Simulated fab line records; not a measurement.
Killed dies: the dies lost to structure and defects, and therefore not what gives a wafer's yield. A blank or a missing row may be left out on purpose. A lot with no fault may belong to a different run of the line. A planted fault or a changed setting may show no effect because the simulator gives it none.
fab line records    flow n5-finfet
[record] lots = 7  wafers = 21
route steps=1938 shown ZERO_LAYER@6 WELL_APT@24 FIN_SAQP@99 FIN_CUT@157
start-h: start of the lot's first displayed wafer, in hours after the record's first day    wait-h: hours from the lot's prior step to this one    " unchanged from the row above    L1.1+2: a single row standing in for several wafers    - no value, or no start given    * or withheld: withheld    < > ~ a bound
route shown NAME@n: a module of which the file shows steps, and the number in the route of the first    usual: average and standard deviation across the fault-free wafers    same: alike in all rows    chamber/n: place in a boat    sites: each site's reading    _std_site: standard deviation across them    _edge_site: outer sites' mean less inner sites'    radius-mm: for every site, how far away it sits from the centre of the wafer    mask NAME#n: copy n    behind: the tool/chamber that last shaped the wafer    hold: cause of the lot's hold/its duration in hours/its outcome    device: the n, p or np transistor that did not switch    end of line: the route-end tests of the same wafers    for a step that has no rows: nothing shown but its recipe    killed: at the first sort, the dies lost to defects and structure; wafer yield is something else    map: dies across one wafer; x = killed, . = not, _ = none there
set.NAME: the run value of the setting; set.NAME@STEP: its run value at that earlier step    model.NAME: the simulator's own value behind a step, which no gauge read
lots with deliberately changed settings; one table per step, one row per wafer
[[steps]]
[step N5_ZERO_LAYER_COAT_05]
[recipe] spin-rpm = 1500  resist-thk-nm = 1000
lot.wafer  tool            chamber  start-h  wait-h  set.spin-rpm  model.coat_of_ZERO_LAYER_COAT_05.thk-nm
L075.2     litho-track-01  0        -        -       1440          1021
L075.3     "               0        "        "       1500          1002
L075.5     "               0        "        "       1440          1023
L084.3     litho-track-01  0        -        -       1441          1016
L084.5     "               0        "        "       1500          995
L084.6     "               0        "        "       1441          1017
L085.1     litho-track-05  0        -        -       1500          1000
L085.4     "               0        "        "       1500          1003
L085.6     "               0        "        "       1500          997.4
L090.3     litho-track-04  0        -        -       1500          1003
L090.4     "               0        "        "       1500          1001
L090.5     "               0        "        "       1500          1000
L092.1     litho-track-04  0        -        -       1500          1005
L092.3     "               0        "        "       1500          1003
L092.4     "               0        "        "       1500          1001
L093.3     litho-track-05  0        -        -       1500          997
L093.4     "               0        "        "       1500          1002
L093.5     "               0        "        "       1500          999.9
L096.2     litho-track-05  0        -        -       1628          959.6
L096.3     "               0        "        "       1500          1000
L096.5     "               0        "        "       1500          998.5
[step N5_ZERO_LAYER_DEVELOP_10]
[recipe] develop-time-s = 60  rinse-liquid = diw  dry = air-spin  dev-temp-c = 21
lot.wafer   tool            chamber  start-h  wait-h  set.develop-time-s
L075.2+3+5  litho-track-01  0        -        -       60
L084.3+5    litho-track-01  0        -        -       60
L084.6      "               0        "        "       65.55
L085.1+4    litho-track-04  0        -        -       60
L085.6      "               0        "        "       50.99
L090.3+4+5  litho-track-04  0        -        -       60
L092.1      litho-track-01  0        -        -       60
L092.3+4    "               0        "        "       64.56
L093.3      litho-track-05  0        -        -       65.53
L093.4+5    "               0        "        "       60
L096.2+5    litho-track-05  0        -        -       60
L096.3      "               0        "        "       50.77
[step N5_ZERO_LAYER_HARDBAKE_23]
[recipe] temp-c = 130  time-s = 120
[step N5_ZERO_LAYER_ETCH_17]
[recipe] chemistry = CF4  target = SiO2  target-depth-a = 120  time-s = 13.3  ion-energy-ev = 350  pressure-mtorr = 40  source-w = 450  bias-w = 215  Ar_flow_sccm = 100  cf4-flow-sccm = 100
[step N5_ZERO_LAYER_ETCH_18]
[recipe] chemistry = HBr/Cl2  target = Si  target-depth-a = 1200  time-s = 40  pressure-mtorr = 10  icp-w = 800  bias-w = 75  HBr_flow_sccm = 150  Cl2_flow_sccm = 80
[step N5_ZERO_LAYER_STRIP_24]
[recipe] chemistry = O2  power-w = 1000  temp-c = 250  overash-fraction = 0.3  pressure-mtorr = 1000  o2-flow-sccm = 6750
[usual] strip-time-to-endpoint-s = 43.84/0.08
lot.wafer  tool             chamber  start-h  wait-h  set.spin-rpm@ZERO_LAYER_COAT_05  strip-time-to-endpoint-s
L075.2     plasma-asher-02  0        19.06    0.1     1440                             44.54
L075.3     "                0        "        "       1500                             43.90
L075.5     "                0        "        "       1440                             44.53
L084.3     plasma-asher-01  0        73.14    0.2     1441                             44.35
L084.5     "                1        "        "       1500                             43.73
L084.6     "                0        "        "       1441                             44.33
L085.1     plasma-asher-02  0        79.02    0.1     1500                             43.82
L085.4     "                1        "        "       1500                             43.98
L085.6     "                0        "        "       1500                             43.78
L090.3     plasma-asher-02  1        109.23   0.1     1500                             43.91
L090.4     "                0        "        "       1500                             43.88
L090.5     "                1        "        "       1500                             43.82
L092.1     plasma-asher-01  1        121.04   0.1     1500                             43.98
L092.3     "                1        "        "       1500                             43.98
L092.4     "                0        "        "       1500                             43.87
L093.3     plasma-asher-02  0        127.06   0.1     1500                             43.76
L093.4     "                1        "        "       1500                             43.86
L093.5     "                0        "        "       1500                             43.84
L096.2     plasma-asher-01  1        145.35   0.1     1628                             42.61
L096.3     "                1        "        "       1500                             43.88
L096.5     "                1        "        "       1500                             43.80
[step N5_WELL_APT_EXPOSE_05]
[recipe] mask-id = NWELL  na = 0.8  source-shape = conventional  sigma-outer = 0.8  polarization = unpolarized  defocus-nm = 0  target-cd-nm = 200  dose-mj = 20.3
lot.wafer   tool            chamber  start-h  wait-h  mask     set.dose-mj
L075.2      krf-scanner-02  0        19.71    -       NWELL#0  21.3
L075.3+5    "               0        "        "       NWELL#0  20.3
L084.3+5    krf-scanner-02  0        73.63    -       NWELL#0  21.72
L084.6      "               0        "        "       NWELL#0  20.3
L085.1+4+6  krf-scanner-02  0        79.54    -       NWELL#0  20.3
L090.3+4+5  krf-scanner-01  0        109.71   -       NWELL#0  20.3
L092.1      krf-scanner-02  0        121.66   -       NWELL#0  20.3
L092.3+4    "               0        "        "       NWELL#0  21.76
L093.3      krf-scanner-01  0        127.67   -       NWELL#0  20.3
L093.4+5    "               0        "        "       NWELL#0  21.32
L096.2+3    krf-scanner-02  0        145.85   -       NWELL#0  20.86
L096.5      "               0        "        "       NWELL#0  20.3
[step N5_WELL_APT_PEB_06]
[recipe] peb-temp-c = 130  peb-time-s = 90
lot.wafer   tool            chamber  start-h  wait-h  set.peb-time-s
L075.2      litho-track-02  0        19.76    0.0     99.86
L075.3+5    "               0        "        "       90
L084.3      litho-track-03  0        73.68    0.0     84.5
L084.5+6    "               0        "        "       90
L085.1      litho-track-02  0        79.59    0.1     73.51
L085.4+6    "               0        "        "       90
L090.3+4+5  litho-track-02  0        109.76   0.0     90
L092.1+3+4  litho-track-03  0        121.72   0.1     90
L093.3+5    litho-track-03  0        127.72   0.0     102.9
L093.4      "               0        "        "       90
L096.2+3+5  litho-track-05  0        145.90   0.0     90
[step N5_WELL_APT_DEVELOP_07]
[recipe] develop-time-s = 45  rinse-liquid = surfactant-rinse  dry = air-spin  dev-temp-c = 21
[step N5_WELL_APT_HARDBAKE_12]
[recipe] temp-c = 130  time-s = 120
[step N5_WELL_APT_CD_MEAS_08]
[recipe] target-cd-nm = 200  landing-energy-ev = 500  detector = se-inlens
[usual] cd-nm = 200.2/1.5
lot.wafer  tool       chamber  start-h  wait-h  set.dose-mj@WELL_APT_EXPOSE_05  set.peb-time-s@WELL_APT_PEB_06  cd-nm
L075.2     cd-sem-02  0        19.88    -       21.3                            99.86                           212.4
L075.3     "          0        "        "       20.3                            90                              198.7
L075.5     "          0        "        "       20.3                            90                              200.4
L084.3     cd-sem-03  0        73.79    -       21.72                           84.5                            208.8
L084.5     "          0        "        "       21.72                           90                              209.4
L084.6     "          0        "        "       20.3                            90                              199.1
L085.1     cd-sem-03  0        79.71    -       20.3                            73.51                           192.6
L085.4     "          0        "        "       20.3                            90                              198.6
L085.6     "          0        "        "       20.3                            90                              197.3
L090.3     cd-sem-02  0        109.87   -       20.3                            90                              202.4
L090.4     "          0        "        "       20.3                            90                              201.0
L090.5     "          0        "        "       20.3                            90                              201.1
L092.1     cd-sem-01  0        121.84   -       20.3                            90                              200.7
L092.3     "          0        "        "       21.76                           90                              210.2
L092.4     "          0        "        "       21.76                           90                              210.8
L093.3     cd-sem-01  0        127.83   -       20.3                            102.9                           205.3
L093.4     "          0        "        "       21.32                           90                              207.8
L093.5     "          0        "        "       21.32                           102.9                           213.6
L096.2     cd-sem-03  0        146.02   -       20.86                           90                              206.0
L096.3     "          0        "        "       20.86                           90                              204.4
L096.5     "          0        "        "       20.3                            90                              200.6
[step N5_WELL_APT_DESCUM_13]
[recipe] chemistry = O2  time-s = 7.9  source-power-w = 50  bias-power-w = 20  pressure-mtorr = 20  rf-frequency-hz = 2.712e+07  temp-c = 40  o2-flow-sccm = 225
lot.wafer  tool         chamber  start-h  wait-h  set.dose-mj@WELL_APT_EXPOSE_05  set.peb-time-s@WELL_APT_PEB_06  model.WELL_APT.cd-nm
L075.2     rie-diel-02  3        20.07    0.1     21.3                            99.86                           212.4
L075.3     "            1        "        "       20.3                            90                              198.6
L075.5     "            1        "        "       20.3                            90                              200.6
L084.3     rie-diel-05  1        73.88    0.0     21.72                           84.5                            209
L084.5     "            1        "        "       21.72                           90                              209.5
L084.6     "            0        "        "       20.3                            90                              198.7
L085.1     rie-diel-02  3        80.32    0.6     20.3                            73.51                           192.7
L085.4     "            2        "        "       20.3                            90                              198.8
L085.6     "            3        "        "       20.3                            90                              197.3
L090.3     rie-diel-05  0        109.96   0.0     20.3                            90                              202.1
L090.4     "            1        "        "       20.3                            90                              201.1
L090.5     "            2        "        "       20.3                            90                              200.9
L092.1     rie-diel-02  1        121.92   0.0     20.3                            90                              200.2
L092.3     "            3        "        "       21.76                           90                              210.3
L092.4     "            2        "        "       21.76                           90                              210.8
L093.3     rie-diel-02  1        128.31   0.4     20.3                            102.9                           204.6
L093.4     "            2        "        "       21.32                           90                              207.3
L093.5     "            0        "        "       21.32                           102.9                           213.8
L096.2     rie-diel-06  3        146.11   0.0     20.86                           90                              205.7
L096.3     "            2        "        "       20.86                           90                              204.4
L096.5     "            2        "        "       20.3                            90                              200.7
[step N5_FIN_SAQP_PECVD_48]
[recipe] material = SiNx  target-thk-a = 250  temp-c = 400  precursor = SiH4/NH3/N2  pressure-torr = 1.5  rf-w = 300  time-s = 22.1
lot.wafer  tool      chamber  start-h  wait-h  set.time-s  model.SiNx_of_FIN_SAQP_PECVD_48.thk-nm
L075.2     pecvd-02  2        26.84    0.0     22.1        24.24
L075.3     "         1        "        "       22.1        24.86
L075.5     "         2        "        "       23.45       26.5
L084.3     pecvd-02  0        80.69    0.0     23.11       25.96
L084.5     "         2        "        "       23.11       26.09
L084.6     "         1        "        "       22.1        25.74
L085.1     pecvd-01  2        88.11    0.0     22.1        24.57
L085.4     "         1        "        "       24.49       27.29
L085.6     "         0        "        "       24.49       27.65
L090.3     pecvd-03  0        117.65   0.0     22.1        25.18
L090.4     "         2        "        "       22.1        25
L090.5     "         1        "        "       22.1        25.03
L092.1     pecvd-02  0        129.24   0.0     22.1        24.7
L092.3     "         2        "        "       22.1        24.92
L092.4     "         2        "        "       20.59       23.62
L093.3     pecvd-01  1        136.63   0.0     22.1        24.89
L093.4     "         2        "        "       22.1        25.2
L093.5     "         0        "        "       22.1        24.58
L096.2     pecvd-03  2        155.59   0.0     22.1        24.74
L096.3     "         1        "        "       18.79       21.2
L096.5     "         1        "        "       18.79       21.17
[step N5_FIN_SAQP_PECVD_06]
[recipe] material = a-Si  target-thk-a = 600  temp-c = 400  precursor = SiH4/He  pressure-torr = 3  rf-w = 100  time-s = 48.1
[step N5_FIN_SAQP_MANDREL1_REMOVE_56]
[recipe] chemistry = HBr/Cl2/O2  bt-time-s = 10  target = a-Si  stop-on = SiNx  endpoint = OES-SiCl  over-etch-frac = 1  icp-w = 600  bias-w = 22  HBr_flow_sccm = 150  Cl2_flow_sccm = 80  O2_flow_sccm = 5  pressure-mtorr = 10
[step N5_FIN_SAQP_ETCH_57]
[recipe] chemistry = CH3F/O2  target = SiNx  mask-material = SiO2  target-depth-a = 325  time-s = 46.4  pressure-mtorr = 30  source-w = 395  bias-w = 73  Ar_flow_sccm = 150  CH3F_flow_sccm = 30  O2_flow_sccm = 20  ion-energy-ev = 120  ends = cleared
[usual] etch-rf-on-time-s = 46.6/0.94
lot.wafer  tool         chamber  start-h  wait-h  set.time-s@FIN_SAQP_PECVD_48  etch-rf-on-time-s  model.etch.depth-nm
L075.2     rie-diel-06  1        30.40    0.0     22.1                          44.4               24.24
L075.3     "            2        "        "       22.1                          46.7               24.86
L075.5     "            2        "        "       23.45                         50.0               26.5
L084.3     rie-diel-05  2        84.02    0.1     23.11                         49.0               25.96
L084.5     "            3        "        "       23.11                         48.4               26.09
L084.6     "            2        "        "       22.1                          48.6               25.74
L085.1     rie-diel-02  0        90.90    0.0     22.1                          44.6               24.51
L085.4     "            3        "        "       24.49                         51.1               27.29
L085.6     "            3        "        "       24.49                         51.5               27.65
L090.3     rie-diel-05  3        120.43   0.0     22.1                          47.2               25.18
L090.4     "            2        "        "       22.1                          46.8               25
L090.5     "            1        "        "       22.1                          46.8               24.96
L092.1     rie-diel-02  2        132.50   0.0     22.1                          46.7               24.7
L092.3     "            3        "        "       22.1                          46.2               24.92
L092.4     "            1        "        "       20.59                         43.8               23.56
L093.3     rie-diel-06  2        139.97   0.1     22.1                          47.6               24.82
L093.4     "            1        "        "       22.1                          47.3               25.2
L093.5     "            3        "        "       22.1                          45.8               24.58
L096.2     rie-diel-06  1        160.44   0.5     22.1                          46.8               24.74
L096.3     "            2        "        "       18.79                         40.9               21.14
L096.5     "            3        "        "       18.79                         39.7               21.11
[step N5_FIN_CUT_COAT_02]
[recipe] resist = CAR-EUV  spin-rpm = 1500  resist-thk-nm = 30
lot.wafer   tool            chamber  start-h  wait-h  set.spin-rpm  model.CAR-EUV_of_FIN_CUT_COAT_02.thk-nm
L075.2+5    litho-track-02  0        -        -       1413          31
L075.3      "               0        "        "       1500          30.2
L084.3      litho-track-01  0        -        -       1500          30
L084.5      "               0        "        "       1500          30.2
L084.6      "               0        "        "       1631          29
L085.1      litho-track-01  0        -        -       1500          30
L085.4+6    "               0        "        "       1638          28.6
L090.3+4+5  litho-track-01  0        -        -       1500          30
L092.1      litho-track-02  0        -        -       1656          28.4
L092.3      "               0        "        "       1500          29.8
L092.4      "               0        "        "       1656          28.6
L093.3      litho-track-02  0        -        -       1500          29.8
L093.4+5    "               0        "        "       1396          31
L096.2+3    litho-track-03  0        -        -       1420          31
L096.5      "               0        "        "       1500          30.2
[step N5_FIN_CUT_EXPOSE_05]
[recipe] mask-id = FIN_CUT  na = 0.33  source-shape = annular  sigma-inner = 0.35  sigma-outer = 0.8  polarization = unpolarized  dose-mj = 45.75
lot.wafer   tool            chamber  start-h  wait-h  mask       set.dose-mj
L075.2      euv-scanner-02  0        34.93    -       FIN_CUT#0  45.75
L075.3+5    "               0        "        "       FIN_CUT#0  42.6
L084.3+5+6  euv-scanner-01  0        86.54    -       FIN_CUT#0  48.96
L085.1+4    euv-scanner-02  0        94.38    -       FIN_CUT#0  49.09
L085.6      "               0        "        "       FIN_CUT#0  45.75
L090.3+4+5  euv-scanner-01  0        124.60   -       FIN_CUT#0  45.75
L092.1+3    euv-scanner-01  0        135.03   -       FIN_CUT#0  43.71
L092.4      "               0        "        "       FIN_CUT#0  45.75
L093.3+4+5  euv-scanner-02  0        142.74   -       FIN_CUT#0  45.75
L096.2+3+5  euv-scanner-01  0        162.71   -       FIN_CUT#0  45.75
[step N5_FIN_CUT_PEB_06]
[recipe] peb-temp-c = 100  peb-time-s = 60  resist = CAR-EUV
[step N5_FIN_CUT_DEVELOP_07]
[recipe] develop-time-s = 30  developer = TMAH  resist = CAR-EUV  rinse-liquid = surfactant-rinse  dry = air-spin  dev-temp-c = 23
[step N5_FIN_CUT_CD_MEAS_08]
[recipe] target-cd-nm = 29.1  landing-energy-ev = 500  detector = se-inlens  polarity = opening
[usual] cd-nm = 29.14/0.25
lot.wafer  tool       chamber  start-h  wait-h  set.dose-mj@FIN_CUT_EXPOSE_05  cd-nm
L075.2     cd-sem-02  0        35.06    -       45.75                          29.17
L075.3     "          0        "        "       42.6                           27.86
L075.5     "          0        "        "       42.6                           28.14
L084.3     cd-sem-01  0        86.66    -       48.96                          30.28
L084.5     "          0        "        "       48.96                          30.37
L084.6     "          0        "        "       48.96                          30.42
L085.1     cd-sem-03  0        94.51    -       49.09                          30.08
L085.4     "          0        "        "       49.09                          30.42
L085.6     "          0        "        "       45.75                          29.56
L090.3     cd-sem-01  0        124.72   -       45.75                          29.17
L090.4     "          0        "        "       45.75                          29.32
L090.5     "          0        "        "       45.75                          29.30
L092.1     cd-sem-02  0        135.16   -       43.71                          28.53
L092.3     "          0        "        "       43.71                          28.26
L092.4     "          0        "        "       45.75                          29.23
L093.3     cd-sem-03  0        142.86   -       45.75                          28.86
L093.4     "          0        "        "       45.75                          29.26
L093.5     "          0        "        "       45.75                          28.93
L096.2     cd-sem-01  0        162.84   -       45.75                          28.86
L096.3     "          0        "        "       45.75                          29.06
L096.5     "          0        "        "       45.75                          29.28
[step N5_FIN_CUT_DESCUM_13]
[recipe] chemistry = O2  time-s = 7  source-power-w = 50  bias-power-w = 20  pressure-mtorr = 20  rf-frequency-hz = 2.712e+07  temp-c = 40  resist = CAR-EUV  o2-flow-sccm = 225
[step N5_FIN_CUT_ETCH_30]
[recipe] chemistry = N2/H2  target = underlayer  target-depth-a = 130  mask-material = CAR-EUV  time-s = 10.4  ion-energy-ev = 200  pressure-mtorr = 30  source-w = 840  bias-w = 150  n2-flow-sccm = 200  h2-flow-sccm = 200  ends = cleared
lot.wafer   tool         chamber  start-h  wait-h  set.dose-mj@FIN_CUT_EXPOSE_05  model.FIN_CUT.cd-offset-nm
L075.2      rie-diel-04  2        35.22    0.0     45.75                          0
L075.3+5    "            0,1      "        "       42.6                           -1.2
L084.3      rie-diel-04  1        86.82    0.0     48.96                          1.4
L084.5      "            2        "        "       48.96                          1
L084.6      "            3        "        "       48.96                          1.2
L085.1      rie-diel-03  1        94.67    0.0     49.09                          1.4
L085.4      "            2        "        "       49.09                          1.2
L085.6      "            2        "        "       45.75                          0
L090.3+5    rie-diel-04  0,1      124.89   0.0     45.75                          0.2
L090.4      "            3        "        "       45.75                          0
L092.1+3    rie-diel-03  0,2      135.32   0.0     43.71                          -1
L092.4      "            3        "        "       45.75                          0.2
L093.3+4+5  rie-diel-03  0,2,0    143.02   0.0     45.75                          -0.2
L096.2+5    rie-diel-01  1        163.29   0.0     45.75                          0
L096.3      "            2        "        "       45.75                          -0.2
[step N5_FIN_CUT_ETCH_20]
[recipe] chemistry = CF4  target = SiARC  target-depth-a = 260  mask-material = CAR-EUV  time-s = 43.3  ion-energy-ev = 80  pressure-mtorr = 40  source-w = 545  bias-w = 36  Ar_flow_sccm = 100  cf4-flow-sccm = 100  ends = cleared
[step N5_FIN_CUT_ETCH_21]
[recipe] chemistry = N2/H2  target = SOC  target-depth-a = 2190  overetch-a = 438  mask-material = SiARC  temp-c = 40  ion-energy-ev = 100  bias-w = 61  time-s = 523.5  pressure-mtorr = 30  source-w = 850  n2-flow-sccm = 200  h2-flow-sccm = 200
[step N5_FIN_CUT_STRIP_31]
[recipe] chemistry = N2/H2  temp-c = 40  n2-flow-sccm = 200  h2-flow-sccm = 200  rf-frequency-hz = 6e+07
[step N5_FIN_CUT_STRIP_24]
[recipe] chemistry = CF4  resist = SiARC  power-w = 300  bias-power-w = 75  pressure-mtorr = 50  cf4-flow-sccm = 150  rf-frequency-hz = 6e+07
[step N5_FIN_CUT_CUT_ETCH_26]
[recipe] chemistry = CH3F/O2  target = SiNx  target-depth-a = 390  mask-material = SOC  time-s = 55.7  pressure-mtorr = 30  source-w = 395  bias-w = 73  Ar_flow_sccm = 150  CH3F_flow_sccm = 30  O2_flow_sccm = 20  ion-energy-ev = 120
lot.wafer  tool         chamber  start-h  wait-h  set.dose-mj@FIN_CUT_EXPOSE_05  model.FIN_CUT.cd-offset-nm
L075.2     rie-diel-04  2        35.62    0.0     45.75                          -0.4
L075.3+5   "            0,1      "        "       42.6                           -1.6
L084.3     rie-diel-04  1        87.22    0.0     48.96                          1.2
L084.5     "            2        "        "       48.96                          0.8
L084.6     "            3        "        "       48.96                          1.4
L085.1     rie-diel-03  1        95.07    0.0     49.09                          1.4
L085.4     "            2        "        "       49.09                          1.8
L085.6     "            2        "        "       45.75                          0.2
L090.3     rie-diel-04  0        125.29   0.0     45.75                          0.4
L090.4     "            3        "        "       45.75                          0.2
L090.5     "            1        "        "       45.75                          0
L092.1     rie-diel-03  0        135.72   0.0     43.71                          -1
L092.3     "            2        "        "       43.71                          -0.6
L092.4     "            3        "        "       45.75                          0.8
L093.3     rie-diel-03  0        143.42   0.0     45.75                          -0.6
L093.4     "            2        "        "       45.75                          0
L093.5     "            0        "        "       45.75                          -0.8
L096.2     rie-diel-01  1        163.69   0.0     45.75                          -0.8
L096.3     "            2        "        "       45.75                          -0.4
L096.5     "            1        "        "       45.75                          -1
[step N5_FIN_CUT_CUT_ETCH_27]
[recipe] chemistry = CHF3/O2  target = SiO2  target-depth-a = 40  mask-material = SOC  overetch-a = 20  time-s = 4.9  pressure-mtorr = 30  source-w = 650  bias-w = 170  Ar_flow_sccm = 200  CHF3_flow_sccm = 50  O2_flow_sccm = 5  ion-energy-ev = 200
lot.wafer  tool         chamber  start-h  wait-h  set.dose-mj@FIN_CUT_EXPOSE_05  model.FIN_CUT.cd-offset-nm
L075.2     rie-diel-04  2        35.66    0.0     45.75                          -0.2
L075.3+5   "            0,1      "        "       42.6                           -1.6
L084.3+6   rie-diel-04  1,3      87.27    0.0     48.96                          1.2
L084.5     "            2        "        "       48.96                          0.8
L085.1     rie-diel-03  1        95.12    0.0     49.09                          1.2
L085.4     "            2        "        "       49.09                          1.8
L085.6     "            2        "        "       45.75                          0
L090.3+4   rie-diel-04  0,3      125.33   0.0     45.75                          0.2
L090.5     "            1        "        "       45.75                          0
L092.1     rie-diel-03  0        135.77   0.0     43.71                          -1.2
L092.3     "            2        "        "       43.71                          -0.6
L092.4     "            3        "        "       45.75                          0.8
L093.3     rie-diel-03  0        143.47   0.0     45.75                          -0.6
L093.4     "            2        "        "       45.75                          0
L093.5     "            0        "        "       45.75                          -0.8
L096.2     rie-diel-01  1        163.74   0.0     45.75                          -0.8
L096.3     "            2        "        "       45.75                          -0.4
L096.5     "            1        "        "       45.75                          -1
[step N5_FIN_CUT_PRECLEAN_35]
[recipe] time-s = 13.3  temp-c = 45  pressure-torr = 125  p-hf-torr = 3  p-coreactant-torr = 25  chemistry = vHF
lot.wafer  tool           chamber  start-h  wait-h  set.dose-mj@FIN_CUT_EXPOSE_05  model.FIN_CUT.cd-offset-nm
L075.2     vapor-etch-01  0        35.73    0.0     45.75                          -0.6
L075.3+5   "              1,0      "        "       42.6                           -2
L084.3     vapor-etch-02  1        87.35    0.1     48.96                          1.6
L084.5     "              0        "        "       48.96                          1.4
L084.6     "              1        "        "       48.96                          1.8
L085.1     vapor-etch-01  1        95.19    0.0     49.09                          1.2
L085.4     "              1        "        "       49.09                          1.8
L085.6     "              1        "        "       45.75                          0.2
L090.3+4   vapor-etch-01  0,1      126.07   0.7     45.75                          0.2
L090.5     "              1        "        "       45.75                          0
L092.1     vapor-etch-02  1        135.83   0.0     43.71                          -1.2
L092.3     "              1        "        "       43.71                          -0.8
L092.4     "              0        "        "       45.75                          0.6
L093.3     vapor-etch-02  1        144.13   0.6     45.75                          -0.6
L093.4     "              0        "        "       45.75                          0.2
L093.5     "              0        "        "       45.75                          -0.8
L096.2     vapor-etch-02  1        163.81   0.0     45.75                          -0.2
L096.3     "              0        "        "       45.75                          0.2
L096.5     "              1        "        "       45.75                          -0.4
[[key]]
[split] step = N5_ZERO_LAYER_COAT_05  setting = spin-rpm  stated = 1500  by = wafer
[response] step = N5_ZERO_LAYER_COAT_05  reading = model.coat_of_ZERO_LAYER_COAT_05.thk-nm  change = -4.86  per = 1%  r = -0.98
[response] step = N5_ZERO_LAYER_STRIP_24  reading = strip-time-to-endpoint-s  change = *  per = 1%  r = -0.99
[split] step = N5_ZERO_LAYER_DEVELOP_10  setting = develop-time-s  stated = 60  by = wafer
response none clear
[split] step = N5_WELL_APT_EXPOSE_05  setting = dose-mj  stated = 20.3  by = wafer
[response] step = N5_WELL_APT_CD_MEAS_08  reading = cd-nm  change = +1.54  per = 1%  r = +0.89
[response] step = N5_WELL_APT_DESCUM_13  reading = model.WELL_APT.cd-nm  change = +1.61  per = 1%  r = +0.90
[split] step = N5_WELL_APT_PEB_06  setting = peb-time-s  stated = 90  by = wafer
[response] step = N5_WELL_APT_CD_MEAS_08  reading = cd-nm  slope = +0.342  per = 1%  together-with = dose-mj@WELL_APT_EXPOSE_05  explained = 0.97
[response] step = N5_WELL_APT_DESCUM_13  reading = model.WELL_APT.cd-nm  slope = +0.344  per = 1%  together-with = dose-mj@WELL_APT_EXPOSE_05  explained = 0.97
[split] step = N5_FIN_SAQP_PECVD_48  setting = time-s  stated = 22.1  by = wafer
[response] step = N5_FIN_SAQP_PECVD_48  reading = model.SiNx_of_FIN_SAQP_PECVD_48.thk-nm  change = +0.237  per = 1%  r = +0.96
[response] step = N5_FIN_SAQP_ETCH_57  reading = etch-rf-on-time-s  change = *  per = 1%  r = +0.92
[response] step = N5_FIN_SAQP_ETCH_57  reading = model.etch.depth-nm  change = +0.242  per = 1%  r = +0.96
[split] step = N5_FIN_CUT_COAT_02  setting = spin-rpm  stated = 1500  by = wafer
[response] step = N5_FIN_CUT_COAT_02  reading = model.CAR-EUV_of_FIN_CUT_COAT_02.thk-nm  change = -0.14  per = 1%  r = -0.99
[split] step = N5_FIN_CUT_EXPOSE_05  setting = dose-mj  stated = 45.75  by = wafer
[response] step = N5_FIN_CUT_CD_MEAS_08  reading = cd-nm  change = +0.139  per = 1%  r = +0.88
[response] step = N5_FIN_CUT_ETCH_30  reading = model.FIN_CUT.cd-offset-nm  change = +0.192  per = 1%  r = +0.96
[response] step = N5_FIN_CUT_CUT_ETCH_26  reading = model.FIN_CUT.cd-offset-nm  change = +0.212  per = 1%  r = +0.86
[response] step = N5_FIN_CUT_CUT_ETCH_27  reading = model.FIN_CUT.cd-offset-nm  change = +0.234  per = 1%  r = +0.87
[response] step = N5_FIN_CUT_PRECLEAN_35  reading = model.FIN_CUT.cd-offset-nm  change = +0.218  per = 1%  r = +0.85
